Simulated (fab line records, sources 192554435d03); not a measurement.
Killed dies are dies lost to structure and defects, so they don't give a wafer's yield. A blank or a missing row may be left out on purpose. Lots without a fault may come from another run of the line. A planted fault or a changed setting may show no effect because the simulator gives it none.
fab line records | flow n5_finfet
record lots=24 wafers=72 last_day=19
route steps=1938 shown BEOL_M7@1329 BEOL_M8@1345
lots that met no fault: from a run of the same line without faults
start_h: hours from the record's first day to the start of the lot's first wafer shown | wait_h: hours since the lot's step before | " the same as in the row above | L1.1+2: a row that stands for several wafers | - no value, or no start given | * or withheld: withheld | < > ~ a bound
route shown NAME@n: a module of which the file shows steps, and the number in the route of the first | usual: mean/standard deviation of fault-free wafers | same: alike in all rows | chamber/n: place in a boat | sites: the reading at each site | _std_site: their standard deviation | _edge_site: outer sites' mean less inner sites' | radius_mm: how far each site lies from the wafer's centre | mask NAME#n: copy n | behind: the tool/chamber that last shaped the wafer | hold: why the lot was held/for how many hours/how that ended | device: the transistor (n, p or np) that didn't switch | end of line: the same wafers' tests at the end of the route | a step without rows: its recipe alone | killed: dies lost to structure and defects at the first sort, not the wafer's yield | map: a wafer's dies, x killed, . not, _ none there
set.NAME: the setting as run; set.NAME@STEP: as run at that earlier step | model.NAME: the simulator's own value behind a step, which no gauge read
steps of the route over a sample of lots; a table a step, a row a wafer
services: from which hour (start_h, from the record's first day; less than 0 if before it) a tool's chamber was out of use, for how many hours, and why
## steps
# step N5_BEOL_M7_DEP_56
# recipe material=SiCN target_thk_a=100 temp_c=withheld precursor=3MS/NH3 pressure_torr=3 rf_w=202 time_s=17.5
# usual rf_fwd_power_W=199.4/0.77 showerhead_plenum_p_Torr=3.663/0.013 throttle_valve_pct=9.2/0.67
# columns lot.wafer tool chamber start_h wait_h rf_fwd_power_W showerhead_plenum_p_Torr throttle_valve_pct
L074.1 pecvd-01 2 239.07 0.0 199.9 3.680 7.9
L074.3 " 1 " " 198.4 3.661 8.5
L074.5 " 1 " " 198.3 3.663 8.4
L076.2 pecvd-02 2 240.31 0.0 199.6 3.639 8.8
L076.3 " 0 " " 201.1 3.677 9.6
L076.5 " 0 " " 199.9 3.675 9.4
L075.1 pecvd-03 2 243.93 0.0 200.0 3.672 8.6
L075.3 " 0 " " 198.9 3.659 10.3
L075.6 " 0 " " 199.2 3.669 10.3
L077.2 pecvd-03 0 249.47 0.0 201.1 3.671 10.1
L077.4 " 0 " " 200.6 3.677 10.0
L077.6 " 1 " " 200.6 3.651 10.1
L078.1 pecvd-02 1 258.67 0.0 198.8 3.654 9.9
L078.4 " 0 " " 200.1 3.679 9.8
L078.6 " 1 " " 198.7 3.644 9.6
L079.1 pecvd-03 2 268.37 0.0 200.6 3.672 8.7
L079.2 " 1 " " 199.0 3.662 10.1
L079.4 " 2 " " 199.5 3.671 8.4
L081.2 pecvd-01 0 271.16 0.0 198.8 3.682 9.1
L081.4 " 2 " " 199.8 3.676 8.2
L081.6 " 1 " " 197.9 3.652 8.6
L080.1 pecvd-01 2 271.37 0.0 200.6 3.666 7.9
L080.3 " 0 " " 198.8 3.669 9.0
L080.4 " 0 " " 197.9 3.683 8.7
L082.1 pecvd-03 1 279.44 0.0 198.5 3.647 10.0
L082.4 " 0 " " 200.1 3.670 10.2
L082.6 " 1 " " 199.8 3.666 9.8
L085.2 pecvd-01 0 285.09 0.0 198.5 3.684 9.1
L085.4 " 1 " " 199.1 3.665 8.6
L085.6 " 0 " " 199.5 3.674 9.1
L083.1 pecvd-02 0 287.48 0.0 200.1 3.662 9.7
L083.2 " 1 " " 197.9 3.660 9.7
L083.5 " 1 " " 198.7 3.654 9.9
L084.2 pecvd-02 2 298.93 0.0 199.3 3.641 9.0
L084.4 " 2 " " 198.7 3.642 8.9
L084.5 " 1 " " 199.3 3.651 9.8
L087.3 pecvd-02 2 304.47 0.0 200.1 3.641 8.5
L087.4 " 2 " " 198.0 3.643 8.9
L087.5 " 1 " " 198.6 3.656 9.9
L089.1 pecvd-02 1 306.91 0.0 199.1 3.656 9.7
L089.2 " 2 " " 199.3 3.639 9.2
L089.4 " 0 " " 199.9 3.677 9.9
L086.2 pecvd-02 0 307.08 0.0 199.7 3.674 9.9
L086.4 " 1 " " 199.6 3.652 9.5
L086.5 " 0 " " 198.8 3.680 9.6
L088.1 pecvd-03 2 323.45 0.0 200.1 3.678 8.7
L088.2 " 1 " " 200.2 3.657 9.7
L088.5 " 0 " " 200.3 3.670 10.3
L090.1 pecvd-02 0 327.63 0.0 199.3 3.672 9.9
L090.4 " 0 " " 199.6 3.675 9.6
L090.6 " 2 " " 199.6 3.646 8.8
L091.1 pecvd-01 0 342.66 0.0 198.5 3.674 8.8
L091.2 " 1 " " 199.0 3.659 8.4
L091.4 " 0 " " 198.3 3.676 8.9
L092.2 pecvd-02 1 345.07 0.0 197.9 3.651 9.6
L092.3 " 2 " " 199.5 3.633 8.9
L092.5 " 1 " " 198.7 3.649 9.9
L093.2 pecvd-01 0 350.98 0.0 198.1 3.667 8.7
L093.4 " 2 " " 200.1 3.673 8.3
L093.6 " 0 " " 197.4 3.675 8.7
L094.3 pecvd-02 0 351.42 0.0 199.9 3.675 9.6
L094.4 " 1 " " 199.1 3.658 9.8
L094.5 " 0 " " 200.0 3.675 9.4
L095.1 pecvd-03 0 352.62 0.0 200.3 3.671 10.2
L095.3 " 1 " " 198.9 3.669 10.0
L095.4 " 0 " " 200.6 3.674 10.1
L096.1 pecvd-02 2 353.15 0.0 199.1 3.644 8.7
L096.3 " 0 " " 199.3 3.682 9.6
L096.4 " 0 " " 200.0 3.673 9.8
L097.1 pecvd-01 2 373.24 0.0 199.4 3.667 8.1
L097.3 " 1 " " 198.3 3.653 8.3
L097.6 " 1 " " 197.9 3.663 8.6
# step N5_BEOL_M8_CD_MEAS_11
# recipe target_cd_nm=38.5 landing_energy_ev=500 detector=se_inlens polarity=opening
# usual cd_nm=38.3/0.54
# columns lot.wafer tool chamber start_h wait_h cd_nm
L074.1 cd_sem-02 0 243.18 - 38.6
L074.3 " 0 " " 37.6
L074.5 " 0 " " 37.9
L076.2 cd_sem-02 0 243.46 - 38.9
L076.3 " 0 " " 38.9
L076.5 " 0 " " 39.4
L075.1 cd_sem-03 0 246.26 - 38.0
L075.3 " 0 " " 38.9
L075.6 " 0 " " 39.0
L077.2 cd_sem-03 0 253.60 - 38.5
L077.4 " 0 " " 38.9
L077.6 " 0 " " 39.5
L078.1 cd_sem-02 0 261.39 - 39.0
L078.4 " 0 " " 38.2
L078.6 " 0 " " 38.4
L079.1 cd_sem-03 0 270.50 - 39.0
L079.2 " 0 " " 38.6
L079.4 " 0 " " 39.2
L081.2 cd_sem-03 0 273.38 - 38.6
L081.4 " 0 " " 38.3
L081.6 " 0 " " 38.4
L080.1 cd_sem-02 0 273.56 - 37.2
L080.3 " 0 " " 37.5
L080.4 " 0 " " 38.4
L082.1 cd_sem-02 0 281.94 - 39.0
L082.4 " 0 " " 38.7
L082.6 " 0 " " 38.4
L085.2 cd_sem-02 0 288.27 - 38.4
L085.4 " 0 " " 38.3
L085.6 " 0 " " 37.8
L083.1 cd_sem-01 0 289.82 - 38.3
L083.2 " 0 " " 37.9
L083.5 " 0 " " 38.3
L084.2 cd_sem-01 0 302.76 - 37.7
L084.4 " 0 " " 38.4
L084.5 " 0 " " 38.4
L087.3 cd_sem-02 0 307.22 - 38.3
L087.4 " 0 " " 38.7
L087.5 " 0 " " 38.4
L089.1 cd_sem-02 0 310.19 - 38.5
L089.2 " 0 " " 38.4
L089.4 " 0 " " 38.9
L086.2 cd_sem-01 0 310.54 - 37.9
L086.4 " 0 " " 37.9
L086.5 " 0 " " 37.7
L088.1 cd_sem-02 0 325.40 - 38.9
L088.2 " 0 " " 39.1
L088.5 " 0 " " 39.2
L090.1 cd_sem-03 0 330.62 - 38.0
L090.4 " 0 " " 38.1
L090.6 " 0 " " 38.2
L091.1 cd_sem-01 0 344.26 - 38.4
L091.2 " 0 " " 38.9
L091.4 " 0 " " 38.2
L092.2 cd_sem-02 0 347.98 - 37.1
L092.3 " 0 " " 36.9
L092.5 " 0 " " 36.7
L093.2 cd_sem-01 0 354.92 - 38.3
L093.4 " 0 " " 37.8
L093.6 " 0 " " 38.1
L094.3 cd_sem-02 0 359.28 - 38.1
L094.4 " 0 " " 38.5
L094.5 " 0 " " 38.2
L095.1 cd_sem-01 0 359.44 - 38.3
L095.3 " 0 " " 38.5
L095.4 " 0 " " 38.1
L096.1 cd_sem-01 0 359.60 - 38.4
L096.3 " 0 " " 38.2
L096.4 " 0 " " 37.4
L097.1 cd_sem-01 0 377.98 - 38.6
L097.3 " 0 " " 38.6
L097.6 " 0 " " 37.9
# step N5_BEOL_M8_STRIP_19
# recipe chemistry=O2 power_w=400 temp_c=40 pressure_mtorr=30 rf_frequency_hz=6e+07 bias_power_w=0 overash_fraction=0.2 o2_flow_sccm=225
# usual drypump_motor_current_A=5.8/0.45 oes_product_au=0.82/0.072 rf_vpp_V=3.6/0.59 showerhead_plenum_p_Torr=2.13/0.093 temp_c=40.00/0.1 throttle_valve_pct=16.62/0.21
# columns lot.wafer tool chamber start_h wait_h drypump_motor_current_A oes_product_au rf_hours_counter_h rf_vpp_V showerhead_plenum_p_Torr temp_c throttle_valve_pct
L074.1 rie_diel-03 0 244.16 0.1 5.6 0.91 22 3.7 2.22 40.06 16.22
L074.3 " 1 " " 5.5 0.84 75 2.9 2.20 40.01 16.64
L074.5 " 1 " " 5.5 0.85 - 3.2 2.20 40.20 16.64
L076.2 rie_diel-03 0 244.69 0.1 5.7 0.90 23 3.9 2.22 39.95 16.25
L076.3 " 3 " " 6.4 0.69 212 4.0 2.09 40.04 16.69
L076.5 " 0 " " 5.6 0.91 - 3.0 2.22 40.08 16.22
L075.1 rie_diel-03 1 246.74 0.1 5.5 0.83 77 4.2 2.20 39.99 16.63
L075.3 " 0 " " 5.6 0.90 23 4.5 2.22 40.11 16.24
L075.6 " 0 " " 5.6 0.91 - 3.1 2.22 39.91 16.25
L077.2 rie_diel-03 1 254.54 0.1 5.4 0.84 80 3.2 2.20 39.91 16.65
L077.4 " 3 " " 6.4 0.69 - 3.5 2.09 40.13 16.67
L077.6 " 1 " " 5.5 0.84 - 3.1 2.20 40.00 16.66
L078.1 rie_diel-05 0 262.20 0.2 5.5 0.75 145 3.7 1.94 40.11 17.09
L078.4 " 1 " " 5.6 0.85 45 3.1 2.04 39.96 16.50
L078.6 " 2 " " 5.6 0.80 - 3.0 2.22 39.89 16.68
L079.1 rie_diel-03 2 273.29 0.5 5.6 0.97 1 4.1 2.26 39.95 16.65
L079.2 " 3 " " 6.5 0.69 217 3.9 2.09 40.01 16.68
L079.4 " 0 " " 5.6 0.89 28 3.1 2.22 39.97 16.26
L081.2 rie_diel-03 2 276.12 0.5 5.7 0.96 3 4.2 2.26 39.93 16.63
L081.4 " 0 " " 5.6 0.88 30 3.1 2.22 40.10 16.26
L081.6 " 3 " " 6.5 0.70 - 3.6 2.09 40.17 16.70
L080.1 rie_diel-03 1 276.16 0.3 5.4 0.84 83 3.5 2.20 39.85 16.64
L080.3 " 0 " " 5.7 0.90 30 4.0 2.22 39.87 16.27
L080.4 " 2 " " 5.7 0.95 3 4.2 2.26 40.01 16.64
L082.1 rie_diel-01 2 282.87 0.1 5.1 0.88 45 4.1 2.03 40.11 16.32
L082.4 " 3 " " 6.5 0.82 70 3.4 2.23 39.92 16.93
L082.6 " 0 " " 5.6 0.83 - 3.3 2.02 40.30 16.55
L085.2 rie_diel-03 2 288.76 0.1 5.6 0.94 8 3.3 2.26 40.02 16.65
L085.4 " 1 " " 5.4 0.81 89 3.0 2.20 40.09 16.66
L085.6 " 3 " " 6.4 0.69 - 4.1 2.08 39.92 16.68
L083.1 rie_diel-03 1 291.35 0.1 5.4 0.82 90 2.8 2.20 40.08 16.69
L083.2 " 3 " " 6.5 0.69 226 3.2 2.08 40.06 16.69
L083.5 " 2 " " 5.7 0.94 - 4.0 2.26 40.15 16.66
L084.2 rie_diel-03 2 303.32 0.1 5.7 0.93 15 4.2 2.26 39.99 16.67
L084.4 " 1 " " 5.5 0.82 95 3.7 2.19 39.98 16.68
L084.5 " 1 " " 5.5 0.82 - 4.3 2.20 39.96 16.69
L087.3 rie_diel-01 3 308.58 0.2 6.5 0.81 77 3.6 2.22 39.96 16.92
L087.4 " 0 " " 5.6 0.82 68 3.3 2.02 40.04 16.56
L087.5 " 1 " " 5.8 0.82 - 4.4 2.05 39.80 16.66
L089.1 rie_diel-01 2 310.90 0.3 5.1 0.86 54 3.9 2.02 40.05 16.34
L089.2 " 0 " " 5.6 0.82 69 2.7 2.02 39.97 16.57
L089.4 " 3 " " 6.5 0.82 79 3.8 2.22 39.98 16.93
L086.2 rie_diel-01 2 311.93 1.0 5.1 0.85 55 4.8 2.02 39.90 16.35
L086.4 " 1 " " 5.8 0.82 106 3.8 2.05 39.92 16.65
L086.5 " 1 " " 5.8 0.83 - 4.3 2.05 39.94 16.64
L088.1 rie_diel-03 1 325.88 0.1 5.4 0.81 106 3.3 2.19 40.00 16.72
L088.2 " 3 " " 6.4 0.66 241 2.6 2.08 39.96 16.72
L088.5 " 1 " " 5.5 0.81 - 3.6 2.19 39.97 16.71
L090.1 rie_diel-01 2 331.32 0.2 5.1 0.84 62 4.9 2.02 39.84 16.37
L090.4 " 3 " " 6.5 0.81 - 4.2 2.22 40.15 16.96
L090.6 " 3 " " 6.6 0.81 - 3.4 2.22 40.17 16.96
L091.1 rie_diel-05 2 344.74 0.1 5.6 0.78 114 3.5 2.21 39.99 16.72
L091.2 " 0 " " 5.5 0.74 171 4.8 1.93 39.98 17.12
L091.4 " 1 " " 5.6 0.82 72 3.1 2.03 39.90 16.55
L092.2 rie_diel-01 3 348.45 0.1 6.5 0.80 96 4.0 2.22 39.87 16.98
L092.3 " 1 " " 5.9 0.80 120 3.9 2.04 39.94 16.67
L092.5 " 3 " " 6.4 0.80 - 4.5 2.22 39.90 16.95
L093.2 rie_diel-01 1 355.43 0.1 5.8 0.81 124 4.5 2.04 40.12 16.69
L093.4 " 2 " " 5.1 0.83 - 2.7 2.02 40.27 16.38
L093.6 " 1 " " 5.9 0.80 - 3.2 2.04 40.07 16.70
L094.3 rie_diel-05 2 359.89 0.2 5.6 0.76 120 2.8 2.21 39.84 16.74
L094.4 " 3 " " 5.5 0.84 44 3.5 2.13 39.99 16.67
L094.5 " 1 " " 5.6 0.80 - 4.1 2.03 39.93 16.57
L095.1 rie_diel-01 1 360.02 0.1 5.8 0.80 125 2.6 2.04 39.99 16.71
L095.3 " 2 " " 5.1 0.83 76 2.8 2.02 39.96 16.36
L095.4 " 2 " " 5.1 0.83 - 3.5 2.02 40.15 16.40
L096.1 rie_diel-01 3 360.09 0.1 6.5 0.80 101 2.4 2.22 39.89 17.00
L096.3 " 2 " " 5.1 0.83 76 2.8 2.02 40.01 16.38
L096.4 " 1 " " 5.8 0.80 - 3.5 2.04 40.00 16.70
L097.1 rie_diel-03 0 378.56 0.1 5.6 0.84 62 3.1 2.21 39.79 16.33
L097.3 " 2 " " 5.6 0.85 45 3.1 2.25 40.06 16.72
L097.6 " 1 " " 5.4 0.79 - 3.9 2.18 40.00 16.72
# step N5_BEOL_M8_CD_MEAS_18
# recipe pitch_nm=80 target_cd_nm=40
# usual cd_nm=39.8/0.61
# columns lot.wafer tool chamber start_h wait_h cd_nm
L074.1 cd_sem-02 - 244.23 0.0 39.8
L074.3 " - " " 39.2
L074.5 " - " " 39.5
L076.2 cd_sem-03 - 244.76 0.1 40.5
L076.3 " - " " 40.6
L076.5 " - " " 40.9
L075.1 cd_sem-02 - 246.81 0.0 39.7
L075.3 " - " " 39.9
L075.6 " - " " 40.8
L077.2 cd_sem-02 - 254.62 0.1 40.7
L077.4 " - " " 39.8
L077.6 " - " " 40.7
L078.1 cd_sem-03 - 262.27 0.0 40.4
L078.4 " - " " 40.4
L078.6 " - " " 40.1
L079.1 cd_sem-02 - 273.36 0.0 40.3
L079.2 " - " " 40.2
L079.4 " - " " 41.2
L081.2 cd_sem-03 - 276.19 0.1 39.7
L081.4 " - " " 40.1
L081.6 " - " " 39.9
L080.1 cd_sem-02 - 276.23 0.0 38.6
L080.3 " - " " 39.7
L080.4 " - " " 40.3
L082.1 cd_sem-01 - 282.94 0.0 39.4
L082.4 " - " " 40.2
L082.6 " - " " 40.4
L085.2 cd_sem-03 - 288.83 0.1 40.3
L085.4 " - " " 39.9
L085.6 " - " " 39.5
L083.1 cd_sem-03 - 291.42 0.0 39.3
L083.2 " - " " 39.1
L083.5 " - " " 39.8
L084.2 cd_sem-01 - 303.40 0.1 39.5
L084.4 " - " " 40.0
L084.5 " - " " 40.3
L087.3 cd_sem-01 - 308.66 0.1 39.8
L087.4 " - " " 40.2
L087.5 " - " " 40.6
L089.1 cd_sem-03 - 310.97 0.0 40.4
L089.2 " - " " 39.8
L089.4 " - " " 40.8
L086.2 cd_sem-02 - 312.00 0.1 39.8
L086.4 " - " " 39.3
L086.5 " - " " 39.5
L088.1 cd_sem-01 - 325.95 0.0 39.8
L088.2 " - " " 39.6
L088.5 " - " " 40.0
L090.1 cd_sem-02 - 331.41 0.1 39.6
L090.4 " - " " 39.3
L090.6 " - " " 39.6
L091.1 cd_sem-02 - 344.81 0.0 39.6
L091.2 " - " " 40.0
L091.4 " - " " 40.1
L092.2 cd_sem-02 - 348.53 0.1 38.5
L092.3 " - " " 38.2
L092.5 " - " " 38.6
L093.2 cd_sem-03 - 355.51 0.1 40.1
L093.4 " - " " 39.9
L093.6 " - " " 40.0
L094.3 cd_sem-02 - 359.96 0.1 39.1
L094.4 " - " " 39.7
L094.5 " - " " 39.5
L095.1 cd_sem-02 - 360.09 0.0 40.1
L095.3 " - " " 40.2
L095.4 " - " " 39.2
L096.1 cd_sem-03 - 360.16 0.0 40.2
L096.3 " - " " 39.6
L096.4 " - " " 39.3
L097.1 cd_sem-02 - 378.63 0.0 40.1
L097.3 " - " " 39.3
L097.6 " - " " 39.5
# step N5_BEOL_M8_DESCUM_33
# recipe chemistry=O2 time_s=7 source_power_w=50 bias_power_w=20 pressure_mtorr=20 rf_frequency_hz=2.712e+07 temp_c=40 resist=CAR-EUV o2_flow_sccm=225
# usual drypump_motor_current_A=5.7/0.41 oes_product_au=0.82/0.054 rf_fwd_power_W=49.32/0.24 rf_vpp_V=243.2/1.7 showerhead_plenum_p_Torr=2.09/0.099 temp_c=40.01/0.1 throttle_valve_pct=20.45/0.25
# columns lot.wafer tool chamber start_h wait_h drypump_motor_current_A oes_product_au rf_fwd_power_W rf_hours_counter_h rf_vpp_V showerhead_plenum_p_Torr temp_c throttle_valve_pct
L074.1 rie_diel-03 1 245.81 0.0 5.4 0.83 48.95 76 245.7 2.20 39.95 20.44
L074.3 " 3 " " 6.5 0.69 49.55 212 243.9 2.08 39.96 20.40
L074.5 " 1 " " 5.5 0.84 49.13 - 244.2 2.20 40.11 20.45
L076.2 rie_diel-01 1 245.85 0.0 5.8 0.84 49.41 81 242.8 2.05 40.15 20.44
L076.3 " 0 " " 5.7 0.85 49.46 45 242.8 2.03 39.85 20.29
L076.5 " 3 " " 6.4 0.84 49.58 - 245.0 2.23 39.77 20.73
L075.1 rie_diel-03 1 247.37 0.0 5.4 0.83 49.30 77 245.4 2.20 40.03 20.45
L075.3 " 0 " " 5.6 0.89 49.03 24 245.0 2.22 40.13 20.04
L075.6 " 0 " " 5.7 0.89 48.96 - 246.3 2.22 40.00 20.03
L077.2 rie_diel-05 3 255.61 0.0 5.5 0.93 49.72 9 243.0 2.14 39.88 20.40
L077.4 " 1 " " 5.6 0.85 49.18 41 242.6 2.03 39.96 20.26
L077.6 " 3 " " 5.5 0.92 49.64 - 243.3 2.14 39.92 20.40
L078.1 rie_diel-05 2 263.40 0.5 5.7 0.81 49.40 88 244.1 2.22 39.99 20.48
L078.4 " 3 " " 5.5 0.91 49.51 13 242.5 2.14 39.78 20.40
L078.6 " 1 " " 5.6 0.85 49.08 - 243.2 2.03 40.07 20.28
L079.1 rie_diel-01 0 276.28 2.4 5.6 0.83 49.70 57 242.4 2.02 40.00 20.31
L079.2 " 2 " " 5.1 0.87 49.08 42 242.9 2.02 40.22 20.06
L079.4 " 3 " " 6.4 0.83 49.66 67 246.7 2.22 40.03 20.74
L081.2 rie_diel-01 3 277.85 0.9 6.4 0.83 49.32 68 245.2 2.22 39.98 20.76
L081.4 " 1 " " 5.8 0.85 49.43 94 241.4 2.05 40.13 20.45
L081.6 " 1 " " 5.8 0.84 49.50 - 242.7 2.05 39.83 20.47
L080.1 rie_diel-01 0 281.38 0.0 5.6 0.83 49.25 59 241.4 2.02 40.35 20.30
L080.3 " 3 " " 6.4 0.82 49.33 69 245.5 2.22 39.99 20.74
L080.4 " 1 " " 5.8 0.84 49.52 96 241.5 2.05 40.01 20.47
L082.1 rie_diel-05 0 283.93 0.0 5.5 0.75 49.30 149 242.8 1.93 39.88 20.87
L082.4 " 1 " " 5.6 0.84 49.08 48 242.0 2.03 40.09 20.28
L082.6 " 3 " " 5.5 0.91 49.61 - 244.4 2.14 39.80 20.41
L085.2 rie_diel-05 2 289.81 0.6 5.7 0.80 49.64 93 245.3 2.21 40.04 20.49
L085.4 " 0 " " 5.5 0.76 49.12 152 240.9 1.93 39.83 20.88
L085.6 " 0 " " 5.5 0.75 48.94 - 240.7 1.93 40.08 20.86
L083.1 rie_diel-03 1 293.46 0.2 5.4 0.83 49.25 91 245.4 2.19 40.08 20.48
L083.2 " 3 " " 6.4 0.69 49.72 227 241.4 2.08 40.08 20.42
L083.5 " 2 " " 5.7 0.93 49.57 - 245.6 2.26 39.90 20.46
L084.2 rie_diel-01 2 304.13 0.0 5.1 0.86 49.17 52 241.9 2.02 39.98 20.08
L084.4 " 0 " " 5.6 0.83 49.30 66 243.5 2.02 40.07 20.32
L084.5 " 0 " " 5.6 0.81 49.42 - 242.3 2.02 40.00 20.33
L087.3 rie_diel-01 2 309.96 0.1 5.1 0.86 49.47 54 243.3 2.02 39.98 20.07
L087.4 " 0 " " 5.6 0.82 49.46 69 242.5 2.02 39.97 20.34
L087.5 " 3 " " 6.5 0.82 49.31 - 244.2 2.22 39.97 20.78
L089.1 rie_diel-01 2 312.39 1.0 5.1 0.86 49.06 55 242.7 2.02 39.93 20.09
L089.2 " 3 " " 6.5 0.80 49.63 79 245.9 2.22 39.92 20.77
L089.4 " 1 " " 5.8 0.81 49.58 106 241.8 2.04 40.05 20.47
L086.2 rie_diel-03 3 314.76 0.1 6.4 0.68 49.35 235 242.1 2.07 40.05 20.43
L086.4 " 3 " " 6.4 0.66 49.49 - 242.3 2.07 40.16 20.44
L086.5 " 1 " " 5.4 0.81 49.21 - 244.3 2.19 39.97 20.47
L088.1 rie_diel-05 3 329.28 0.0 5.5 0.87 49.76 33 244.4 2.13 40.04 20.45
L088.2 " 2 " " 5.7 0.78 49.28 108 245.1 2.21 40.04 20.50
L088.5 " 3 " " 5.5 0.87 49.89 - 242.6 2.13 40.13 20.44
L090.1 rie_diel-01 3 332.88 0.0 6.5 0.82 49.37 87 244.7 2.21 39.95 20.79
L090.4 " 1 " " 5.8 0.82 49.58 - 240.5 2.04 40.12 20.49
L090.6 " 3 " " 6.4 0.82 49.52 - 243.8 2.21 39.95 20.76
L091.1 rie_diel-01 3 346.69 0.3 6.5 0.80 49.23 95 244.4 2.21 39.89 20.79
L091.2 " 1 " " 5.8 0.81 49.29 120 241.9 2.04 40.04 20.51
L091.4 " 3 " " 6.5 0.80 49.37 - 244.5 2.21 40.08 20.79
L092.2 rie_diel-05 3 349.58 0.0 5.5 0.86 49.62 41 242.9 2.13 39.99 20.47
L092.3 " 0 " " 5.5 0.74 49.03 173 240.0 1.92 39.99 20.90
L092.5 " 1 " " 5.6 0.81 48.98 - 243.6 2.02 40.15 20.31
L093.2 rie_diel-05 2 358.56 0.0 5.6 0.77 49.87 120 245.0 2.20 40.00 20.54
L093.4 " 3 " " 5.5 0.84 49.65 44 244.0 2.13 40.07 20.45
L093.6 " 1 " " 5.6 0.81 49.01 - 241.7 2.02 39.96 20.33
L094.3 rie_diel-01 3 361.70 0.0 6.5 0.79 49.26 102 245.1 2.21 40.00 20.81
L094.4 " 2 " " 5.1 0.83 49.11 - 241.3 2.01 39.97 20.12
L094.5 " 1 " " 5.8 0.81 49.67 - 242.0 2.04 39.92 20.50
L096.1 rie_diel-01 2 362.10 0.3 5.1 0.83 48.85 77 240.7 2.01 40.01 20.11
L096.3 " 1 " " 5.9 0.80 49.61 126 241.4 2.04 39.99 20.51
L096.4 " 2 " " 5.1 0.83 49.13 - 241.9 2.01 40.00 20.12
L095.1 rie_diel-05 2 362.20 0.3 5.6 0.77 49.12 121 243.8 2.20 39.97 20.52
L095.3 " 0 " " 5.5 0.74 48.77 177 240.0 1.92 40.04 20.89
L095.4 " 3 " " 5.5 0.85 49.53 45 243.4 2.13 40.02 20.45
L097.1 rie_diel-03 3 382.57 0.3 6.4 0.95 49.50 4 242.5 2.07 40.26 20.07
L097.3 " 2 " " 5.7 0.86 49.32 46 243.5 2.24 40.09 20.53
L097.6 " 2 " " 5.7 0.85 49.54 - 245.3 2.24 40.11 20.53
# step N5_BEOL_M8_DEGAS_44
# recipe ambient=vacuum temp_c=250 time_s=60
# usual heater_power_w=314/32 susceptor_temp_C=250.00/0.17
# columns lot.wafer tool chamber start_h wait_h heater_power_w susceptor_temp_C
L074.1 pvd_sputter-02 - 247.02 0.5 352 249.91
L074.3 " - " " 265 249.94
L074.5 " - " " 302 250.24
L076.2 pvd_sputter-02 - 247.10 0.5 323 249.92
L076.3 " - " " 267 249.86
L076.5 " - " " 349 249.91
L075.1 pvd_sputter-03 - 252.72 4.5 328 249.96
L075.3 " - " " 301 249.76
L075.6 " - " " 301 249.71
L077.2 pvd_sputter-03 - 256.98 0.7 337 249.77
L077.4 " - " " 319 250.03
L077.6 " - " " 297 250.15
L078.1 pvd_sputter-03 - 265.63 1.6 344 250.02
L078.4 " - " " 297 250.21
L078.6 " - " " 301 249.99
L079.1 pvd_sputter-01 - 277.24 0.3 300 250.05
L079.2 " - " " 356 249.75
L079.4 " - " " 261 249.89
L081.2 pvd_sputter-01 - 279.03 0.2 258 250.00
L081.4 " - " " 305 249.94
L081.6 " - " " 261 249.92
L080.1 pvd_sputter-03 - 283.00 0.8 337 249.79
L080.3 " - " " 323 250.40
L080.4 " - " " 301 250.39
L082.1 pvd_sputter-02 - 285.59 0.9 295 249.73
L082.4 " - " " 311 250.09
L082.6 " - " " 256 249.81
L085.2 pvd_sputter-03 - 290.91 0.2 335 249.74
L085.4 " - " " 306 250.23
L085.6 " - " " 298 250.10
L083.1 pvd_sputter-02 - 294.88 0.7 303 249.93
L083.2 " - " " 263 250.18
L083.5 " - " " 306 250.02
L084.2 pvd_sputter-03 - 305.21 0.4 301 250.13
L084.4 " - " " 327 250.28
L084.5 " - " " 347 249.93
L087.3 pvd_sputter-01 - 311.72 0.7 387 249.72
L087.4 " - " " 268 249.93
L087.5 " - " " 264 250.02
L089.1 pvd_sputter-02 - 314.62 1.5 296 250.09
L089.2 " - " " 320 250.03
L089.4 " - " " 266 250.30
L086.2 pvd_sputter-02 - 316.14 0.3 298 249.90
L086.4 " - " " 260 249.82
L086.5 " - " " 304 250.01
L088.1 pvd_sputter-01 - 330.54 0.5 268 250.05
L088.2 " - " " 303 249.70
L088.5 " - " " 304 250.02
L090.1 pvd_sputter-03 - 334.23 0.7 340 250.29
L090.4 " - " " 301 250.12
L090.6 " - " " 337 249.90
L091.1 pvd_sputter-01 - 347.86 0.5 265 249.89
L091.2 " - " " 387 250.24
L091.4 " - " " 358 250.06
L092.2 pvd_sputter-01 - 351.67 0.3 303 249.94
L092.3 " - " " 266 250.16
L092.5 " - " " 265 249.84
L093.2 pvd_sputter-02 - 359.76 0.5 320 249.99
L093.4 " - " " 261 250.08
L093.6 " - " " 347 249.95
L094.3 pvd_sputter-03 - 362.65 0.2 330 250.07
L094.4 " - " " 310 250.03
L094.5 " - " " 303 249.84
L096.1 pvd_sputter-03 - 363.27 0.3 303 249.99
L096.3 " - " " 325 250.16
L096.4 " - " " 299 249.88
L095.1 pvd_sputter-03 - 363.39 0.4 327 249.90
L095.3 " - " " 304 249.85
L095.4 " - " " 297 249.95
L097.1 pvd_sputter-03 - 383.77 0.5 305 250.05
L097.3 " - " " 321 250.33
L097.6 " - " " 302 250.12
## services
# columns tool chamber start_h hours kind
pecvd-02 - 223.37 1.4 repair
pecvd-02 0 226.94 5.0 scheduled_down
rie_diel-03 2 243.45 - clean
rie_diel-03 2 243.45 - consumable_replace:focus_ring
rie_diel-03 2 243.45 - consumable_replace:showerhead
rie_diel-03 2 243.45 24.1 scheduled_down
rie_diel-03 2 243.45 24.1 vent_cycle
rie_diel-03 - 255.51 15.6 pm
pecvd-02 1 260.62 5.5 scheduled_down
rie_diel-05 - 266.94 15.6 pm
rie_diel-01 - 288.94 2.8 pm
pecvd-01 1 292.97 3.6 repair
rie_diel-05 0 293.56 3.4 repair
pecvd-01 - 297.04 28.1 pm
pecvd-03 - 331.36 0.6 repair
rie_diel-03 3 348.27 - clean
rie_diel-03 3 348.27 - consumable_replace:focus_ring
rie_diel-03 3 348.27 19.9 scheduled_down
rie_diel-03 3 348.27 19.9 vent_cycle
pvd_sputter-03 - 353.36 1.1 repair
pvd_sputter-03 - 355.01 3.2 repair
pecvd-02 - 376.57 1.0 repair
pecvd-01 - 377.41 1.3 repair
rie_diel-05 2 381.55 8.7 repair
## key
fault none
